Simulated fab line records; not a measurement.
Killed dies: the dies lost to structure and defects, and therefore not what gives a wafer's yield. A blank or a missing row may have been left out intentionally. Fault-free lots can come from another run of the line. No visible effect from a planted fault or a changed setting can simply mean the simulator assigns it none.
Struck lot and sound lot, side by side :: flow nand-harc :: 13 out of 1302 route steps
Sound: the wafers L618.3, L618.4, L618.6. Struck: wafer L621.4 (L621.1, L621.6, from the same lot, were not struck and are left out); the cause is given at the end.
Per side, at each step with rows, come the tool, then ch with its chambers, and then its first start. Under that, the readings that differ: sound wafers :: struck wafers :: difference of the means :: sigmas: that difference in standard deviations of wafers without a fault.
alike: words and numbers the same on both sides, and readings whose means are apart by under 2 such deviations; not compared: readings that were withheld, readings missing a value for some wafer, numbers with overlapping values and no deviation given by the record, and bounds like >300 which may hide the same value.
The two part at a step that has a row with sigmas, a row that says differs or no value, or rows on one side only. Numbers that have no deviation but don't overlap get no sigmas and don't part them. A reading missing from all wafers of one side parts the sides only when that side holds two or more wafers.

first, 1 step without rows for these wafers: NHARC_A_STAIRCASE_DESCUM_11 (chemistry O2, time 3 s).
NHARC_A_STAIRCASE_TRIM_12: chemistry O2, time 211.2 s.
  sound on rie-diel-06 ch 1,2,3, day 16 09:41; struck on rie-diel-06 ch 1, day 19 00:52
  alike: drypump-motor-current-A, oes-product-au, rf-vpp-V, run-length-s, showerhead-plenum-p-Torr, throttle-valve-pct
  not compared: rf-hours-counter-h
NHARC_A_STAIRCASE_ETCH_13: etches the open film in C4F8/O2, target depth 100 nm, time 40.5 s.
  sound: rie-diel-06 ch 2,3; struck: rie-diel-06 ch 2
  alike: oes-product-au, rf-vpp-V
  not compared: rf-hours-counter-h
then, 1 step without rows for these wafers: NHARC_A_STAIRCASE_TRIM_14 (chemistry O2, time 211.2 s).
NHARC_A_STAIRCASE_ETCH_15: etches the open film in C4F8/O2, target depth 100 nm, time 40.5 s.
  sound: rie-diel-06 ch 1,2,3; struck: rie-diel-06 ch 3
  alike: oes-product-au, rf-vpp-V
  not compared: rf-hours-counter-h
then, 3 steps without rows for these wafers: NHARC_A_STAIRCASE_TRIM_16 (chemistry O2, time 211.2 s); NHARC_A_STAIRCASE_ETCH_17 (etches the open film in C4F8/O2, target depth 100 nm, time 40.5 s); NHARC_A_STAIRCASE_TRIM_18 (chemistry O2, time 211.2 s).
NHARC_A_STAIRCASE_ETCH_19: etches the open film in C4F8/O2, target depth 100 nm, time 40.5 s.
  sound: rie-diel-06 ch 1,2,3; struck: rie-diel-06 ch 0
  alike: oes-product-au, rf-vpp-V
  not compared: rf-hours-counter-h
then, 2 steps without rows for these wafers: NHARC_A_STAIRCASE_TRIM_20 (chemistry O2, time 211.2 s); NHARC_A_STAIRCASE_ETCH_21 (etches the open film in C4F8/O2, target depth 100 nm, time 40.5 s).
NHARC_A_STAIRCASE_TRIM_22: chemistry O2, time 211.2 s.
  sound on rie-diel-07 ch 0,1, day 16 11:07; struck on rie-diel-07 ch 0, day 19 02:10
reading: run-length-s (s)
sound: 233.1 232.7 232.4
struck: 293.7
difference: +61.0
sigmas: +99 or more
  alike: drypump-motor-current-A, oes-product-au, rf-vpp-V, showerhead-plenum-p-Torr, throttle-valve-pct
  not compared: rf-hours-counter-h
NHARC_A_STAIRCASE_ETCH_23: etches the open film in C4F8/O2, target depth 100 nm, time 40.5 s.
  sound: rie-diel-07 ch 1,2,3; struck: rie-diel-07 ch 2
  alike: oes-product-au, rf-vpp-V
  not compared: rf-hours-counter-h

## WHERE THEY PART
Only at NHARC_A_STAIRCASE_TRIM_22, within this record. Later steps at which nothing parts them and some readings are alike: NHARC_A_STAIRCASE_ETCH_23.

WHY: whatever the simulator had introduced
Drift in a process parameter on rie-diel-07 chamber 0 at NHARC_A_STAIRCASE_TRIM_22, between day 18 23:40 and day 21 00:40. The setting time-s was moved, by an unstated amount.
